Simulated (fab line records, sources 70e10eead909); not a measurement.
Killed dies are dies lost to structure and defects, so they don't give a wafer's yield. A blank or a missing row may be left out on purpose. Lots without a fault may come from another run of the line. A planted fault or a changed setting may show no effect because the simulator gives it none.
Chamber matching | flow nand_harc | NHARC_A_CHANNEL_FILL_D2_ALD_02 on ald_hk-02: 4 sister chambers
The step deposits SiO2, target thk 6 nm, pulse time 10 s, ald cycles 60. 4 wafers are shown with their chamber, then 9 later ones without.

WAFERS WITH THEIR CHAMBER
wafer  | chamber | heater_power_w (W)
L082.3 | 2       | 485
L085.1 | 3       | 450
L085.5 | 0       | 564
L085.6 | 1       | 431

WAFERS WITHOUT THEIR CHAMBER
wafer  | heater_power_w (W)
L087.1 | 449
L087.4 | 565
L087.6 | 493
L088.1 | 564
L088.2 | 416
L088.4 | 446
L094.1 | 451
L094.4 | 507
L094.5 | 427

WHICH CHAMBER EACH WENT THROUGH
wafer  | from the rows above     | in truth
L087.1 | can't be placed: 3 or 1 | 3
L087.4 | 0                       | 0
L087.6 | 2                       | 2
L088.1 | 0                       | 0
L088.2 | 1                       | 1
L088.4 | can't be placed: 3 or 1 | 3
L094.1 | 3                       | 3
L094.4 | 2                       | 2
L094.5 | 1                       | 1
Placed correctly: 7 of 9. Can't be placed from these rows: 2 (the true chamber is among the candidates in 2). Placed wrongly: 0.
How it was worked out, from the rows above alone: a wafer's distance from a chamber is the root of the sum, over the readings, of the square of ((its reading less the chamber's mean) divided by the reading's scatter). The wafer belongs to the nearest chamber; if the next one is less than 2 further off, it can't be placed. A chamber's mean is the mean of its shown wafers. The scatter: with one shown wafer a chamber, the root of the mean of the squares of how far each hidden wafer lies from its nearest shown one.
